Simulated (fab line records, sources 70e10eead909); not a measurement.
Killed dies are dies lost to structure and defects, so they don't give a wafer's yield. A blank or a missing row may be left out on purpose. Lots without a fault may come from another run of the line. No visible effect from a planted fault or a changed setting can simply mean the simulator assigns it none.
Matching of chambers    flow nand_harc    4 sister chambers for NHARC_A_CONTACT_DESCUM_74 on rie_diel-08
The step chemistry O2, time 3 s. 8 wafers are shown with their chamber, then 8 later ones without.

WAFERS WITH THEIR CHAMBER
wafer   chamber  showerhead_plenum_p_Torr (Torr)  drypump_motor_current_A (A)
L077.4  3        1.85                             5.5
L084.1  2        1.93                             6.5
L084.5  0        1.79                             6.2
L085.4  3        1.84                             5.6
L083.2  2        1.93                             6.5
L083.3  1        1.83                             5.9
L083.6  1        1.83                             5.9
L086.2  0        1.78                             6.2

WAFERS WHOSE CHAMBER IS MISSING
wafer   showerhead_plenum_p_Torr (Torr)  drypump_motor_current_A (A)
L086.5  1.84                             5.6
L086.6  1.93                             6.4
L092.2  1.83                             5.9
L092.3  1.84                             5.6
L092.6  1.78                             6.2
L095.2  1.84                             5.6
L095.4  1.93                             6.5
L095.6  1.83                             5.9

WHICH CHAMBER EACH WENT THROUGH
wafer   from the rows above  in truth
L086.5  3                    3
L086.6  2                    2
L092.2  1                    1
L092.3  3                    3
L092.6  0                    0
L095.2  3                    3
L095.4  2                    2
L095.6  1                    1
Correctly placed: 8 of 8. Left unplaced by these rows: 0. 0 placed wrongly.
How it was worked out, from the rows above alone: a wafer's distance from a chamber is the root of the sum, over the readings, of the square of ((its reading less the chamber's mean) divided by the reading's scatter). The wafer belongs to the nearest chamber; if the next one is less than 2 further off, it can't be placed. A chamber's mean is the mean of its shown wafers. The scatter: the root of (the sum of the squares of (reading less its chamber's mean) over the shown wafers, divided by (wafers less chambers)).
